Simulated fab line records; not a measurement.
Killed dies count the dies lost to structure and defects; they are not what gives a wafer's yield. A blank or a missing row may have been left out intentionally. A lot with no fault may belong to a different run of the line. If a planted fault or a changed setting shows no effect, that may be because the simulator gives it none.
Split-lot study	flow n5-finfet	7 lots, 39 wafers read, on a route of 1938 steps

ON THE SPLIT
At N5_MOL_CONTACT_COAG_VIA_ETCH_46 (etches SiO2 in C4F6/O2, target depth 46 nm, overetch 9.2 nm, time 40 s), the setting bias-w was moved away from the recipe's 455 W on 15 of the 39 wafers read, by -14.4% to +18.4%. This setting was run at the recipe's value on the other wafers.

The split's own step is where the reading is taken.

THE READING
rf-vpp-V, in V, at N5_MOL_CONTACT_COAG_VIA_ETCH_46 (etches SiO2 in C4F6/O2, target depth 46 nm, overetch 9.2 nm, time 40 s). Typical for fault-free wafers on this fab line: 1581 V, with standard deviation 26 V.

wafer	tool, chamber at the split	bias-w as run, W	against the recipe	rf-vpp-V, V	against lot-mates on the recipe
L078.1	rie-diel-03, 0	455	recipe	1635	-
L078.2	rie-diel-03, 3	455	recipe	1556	-
L078.3	rie-diel-03, 1	455	recipe	1584	-
L078.4	rie-diel-03, 2	393.1	-13.6%	1398	-194
L078.5	rie-diel-03, 0	393.1	-13.6%	1464	-128
L078.6	rie-diel-03, 3	393.1	-13.6%	1395	-197
L084.1	rie-diel-03, 1	491.2	+8.0%	1677	+95
L084.2	rie-diel-03, 0	455	recipe	1633	-
L084.3	rie-diel-03, 3	455	recipe	1557	-
L084.4	rie-diel-03, 2	491.2	+8.0%	1650	+68
L084.5	rie-diel-03, 2	491.2	+8.0%	1651	+69
L084.6	rie-diel-03, 3	455	recipe	1557	-
L090.1	rie-diel-01, 1	455	recipe	1582	-
L090.2	rie-diel-01, 3	389.6	-14.4%	1399	-197
L090.3	rie-diel-01, 2	389.6	-14.4%	1364	-232
L090.4	rie-diel-01, 0	455	recipe	1604	-
L090.5	rie-diel-01, 0	455	recipe	1603	-
L090.6	rie-diel-01, 1	389.6	-14.4%	1409	-187
L092.1	rie-diel-01, 1	455	recipe	1583	-
L092.2	rie-diel-01, 0	455	recipe	1605	-
L092.3	rie-diel-01, 3	455	recipe	1572	-
L092.4	rie-diel-01, 2	455	recipe	1533	-
L092.5	rie-diel-01, 3	455	recipe	1572	-
L092.6	rie-diel-01, 2	455	recipe	1532	-
L093.3	rie-diel-03, 1	455	recipe	1583	-
L093.4	rie-diel-03, 0	455	recipe	1633	-
L093.6	rie-diel-03, 0	455	recipe	1632	-
L096.1	rie-diel-03, 3	538.5	+18.4%	1763	+180
L096.2	rie-diel-03, 1	538.5	+18.4%	1792	+209
L096.3	rie-diel-03, 0	455	recipe	1633	-
L096.4	rie-diel-03, 2	455	recipe	1559	-
L096.5	rie-diel-03, 0	538.5	+18.4%	1847	+264
L096.6	rie-diel-03, 3	455	recipe	1557	-
L097.1	rie-diel-03, 1	455	recipe	1582	-
L097.2	rie-diel-03, 2	432.5	-4.9%	1500	-66
L097.3	rie-diel-03, 0	432.5	-4.9%	1571	+5
L097.4	rie-diel-03, 3	432.5	-4.9%	1498	-68
L097.5	rie-diel-03, 3	455	recipe	1555	-
L097.6	rie-diel-03, 2	455	recipe	1560	-

THE FIT
A straight line over all 39 wafers: rf-vpp-V changes by +12.1 V for each +1% of bias-w; r = +0.95; the points scatter about the line by 32 V.
The same after taking each lot's own level away (the mean of its wafers on the recipe; 39 wafers): +12.4 V for each +1%; r = +0.96; scatter 30 V.
That fit puts the effect of the largest move of bias-w on the reading at 2.3e+02 V.
Measured against the standard deviation above, the lots' own levels, which go from 1565.7 to 1616.0 V, span 1.9 times it.
Hence the lot-to-lot level has little effect on the slope; both slopes agree.
Check: for one of the wafers moved furthest among these (+18.4%), held out of the fit, the line's prediction against its lot-mates is +233 V. It came out at +180 V against them.
Tool readings at the split's step, against how far the setting was moved: rf-vpp-V r = +0.95.

OTHER SPLITS ON THESE WAFERS
Before the reading, these wafers also passed through other splits. Each is held against what the fit with the lots' levels taken away leaves over:
other split on the same wafers	wafers away from the commonest value	r with rf-vpp-V (lot level and that fit taken away)
N5_FIN_SAQP_HM_DEP_72 time-s	15	-0.18
N5_FIN_SAQP_SPACER1_ALD_24 temp-c	15	-0.07
N5_FIN_CUT_CUT_ETCH_26 target-depth-a	12	+0.01
N5_FIN_CUT_CUT_ETCH_15 target-depth-a	15	-0.04
N5_DUMMY_GATE_ETCH_37 source-w	12	-0.02
N5_GATE_CUT_ETCH_58 time-s	9	+0.08

THE FILE'S OWN FIT
rf-vpp-V changes by +12.4 V for each +1% of bias-w, r = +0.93.
